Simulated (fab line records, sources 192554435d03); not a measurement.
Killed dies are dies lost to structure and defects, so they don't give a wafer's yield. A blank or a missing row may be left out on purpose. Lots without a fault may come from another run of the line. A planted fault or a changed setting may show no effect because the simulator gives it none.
Chamber matching | flow n5_finfet | N5_FIN_SAQP_ETCH_67 on rie_diel-03: 4 sister chambers
The step etches SiNx in CH3F/O2, target depth 30 nm. 14 wafers are shown with their chamber, then 7 later ones without.

WAFERS WITH THEIR CHAMBER
wafer  | chamber | showerhead_plenum_p_Torr (Torr) | throttle_valve_pct (%) | rf_vpp_V (V)
L075.1 | 2       | 1.91                            | 16.25                  | 288
L075.2 | 0       | 2.08                            | 15.97                  | 304
L075.6 | 2       | 1.91                            | 16.25                  | 287
L082.1 | 2       | 1.91                            | 16.26                  | 288
L082.2 | 0       | 2.08                            | 15.99                  | 304
L082.3 | 1       | 2.03                            | 16.73                  | 300
L083.2 | 0       | 2.08                            | 16.01                  | 304
L083.3 | 3       | 1.97                            | 16.78                  | 286
L083.5 | 0       | 2.08                            | 16.03                  | 304
L085.3 | 3       | 1.97                            | 16.76                  | 287
L085.4 | 3       | 1.97                            | 16.76                  | 287
L085.6 | 0       | 2.07                            | 16.02                  | 305
L088.3 | 0       | 2.07                            | 16.03                  | 305
L088.4 | 2       | 1.90                            | 16.31                  | 287

SIGNATURES (means of the wafers above)
reading                  | chamber 0 | chamber 1 | chamber 2 | chamber 3 | scatter within a chamber
showerhead_plenum_p_Torr | 2.0767    | 2.0300    | 1.9075    | 1.9700    | 0.00456
throttle_valve_pct       | 16.0083   | 16.7300   | 16.2675   | 16.7667   | 0.0237
rf_vpp_V                 | 304.33    | 300.00    | 287.50    | 286.67    | 0.548
Rule: a wafer's distance from a chamber is the root of the sum, over the readings, of the square of ((its reading less the chamber's mean) divided by the reading's scatter). The wafer belongs to the nearest chamber; if the next one is less than 2 further off, it can't be placed. The scatter: the root of (the sum of the squares of (reading less its chamber's mean) over the shown wafers, divided by (wafers less chambers)).

WAFERS WITHOUT THEIR CHAMBER
wafer  | showerhead_plenum_p_Torr (Torr) | throttle_valve_pct (%) | rf_vpp_V (V)
L088.6 | 2.07                            | 16.05                  | 305
L091.1 | 2.07                            | 16.04                  | 305
L091.3 | 2.03                            | 16.22                  | 301
L091.6 | 1.90                            | 16.32                  | 288
L097.2 | 2.06                            | 16.06                  | 304
L097.4 | 2.02                            | 16.24                  | 302
L097.6 | 2.02                            | 16.21                  | 303

WHICH CHAMBER EACH WENT THROUGH
wafer  | from the rows above | in truth
L088.6 | 0                   | 0
L091.1 | 0                   | 0
L091.3 | 0                   | 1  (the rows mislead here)
L091.6 | 2                   | 2
L097.2 | 0                   | 0
L097.4 | 0                   | 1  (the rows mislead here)
L097.6 | 0                   | 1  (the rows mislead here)
Placed correctly: 4 of 7. Can't be placed from these rows: 0. Placed wrongly: 3.
